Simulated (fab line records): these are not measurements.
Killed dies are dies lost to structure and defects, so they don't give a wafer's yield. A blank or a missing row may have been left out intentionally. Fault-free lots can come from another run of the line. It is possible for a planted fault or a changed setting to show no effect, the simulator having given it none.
Which tool did it? :: flow n5Finfet :: at 1 step of a route of 1938, 12 lots with 36 wafers sampled

== WHAT THE GAUGES READ, wafer by wafer ==
N5_BEOL_M14_CD_MEAS_10 targets a cd of 250 nm.
lot: L076
measured: day 11 08:00
on: cdSem-03
cdNm (nm): 252.1 253.2 253.1

lot: L077
measured: day 11 17:11
on: cdSem-03
cdNm (nm): 251.4 250.6 251.0

lot: L079
measured: day 11 23:42
on: cdSem-01
cdNm (nm): 249.6 250.8 250.1

lot: L080
measured: day 13 04:26
on: cdSem-03
cdNm (nm): 249.6 247.4 246.4

lot: L083
measured: day 13 20:33
on: cdSem-02
cdNm (nm): 253.6 248.7 248.9

lot: L086
measured: day 14 00:05
on: cdSem-02
cdNm (nm): 249.7 248.2 252.5

lot: L087
measured: day 14 19:48
on: cdSem-02
cdNm (nm): 247.9 247.0 250.4

lot: L088
measured: day 15 11:47
on: cdSem-03
cdNm (nm): 250.6 250.3 252.4

lot: L089
measured: day 15 16:01
on: cdSem-03
cdNm (nm): 252.3 251.0 249.2

lot: L092
measured: day 16 08:50
on: cdSem-01
cdNm (nm): 250.0 251.4 248.5

lot: L095
measured: day 16 18:13
on: cdSem-02
cdNm (nm): 249.1 249.5 250.5

lot: L097
measured: day 17 18:46
on: cdSem-02
cdNm (nm): 251.6 251.4 252.0

== EACH LOT AND THE TOOL THAT RAN IT (in order: tool; ch and the chambers of the sampled wafers; start) ==
The record holds no process step before these readings.

== THE ANSWER, worked out from the rows above alone ==
Rule: the usual values come from the lots themselves. Put in order of their means at a reading, lots are off if they are a third of the lots or fewer, leave a main group of 4 or more, and stand apart from it by a gap of 3 or more times the standard deviation of the main group's means; of several such gaps the widest counts. A main group is skipped when, at the precision printed for the reading in the tables above, its means are all equal. A lot without any number at a reading at which 4 lots or more have one is off too. All remaining lots with rows at the step are treated as sound.
Across all readings shown, no lot is off: no conclusion can be drawn from this.

== WHAT WAS PUT IN BY THE SIMULATOR ==
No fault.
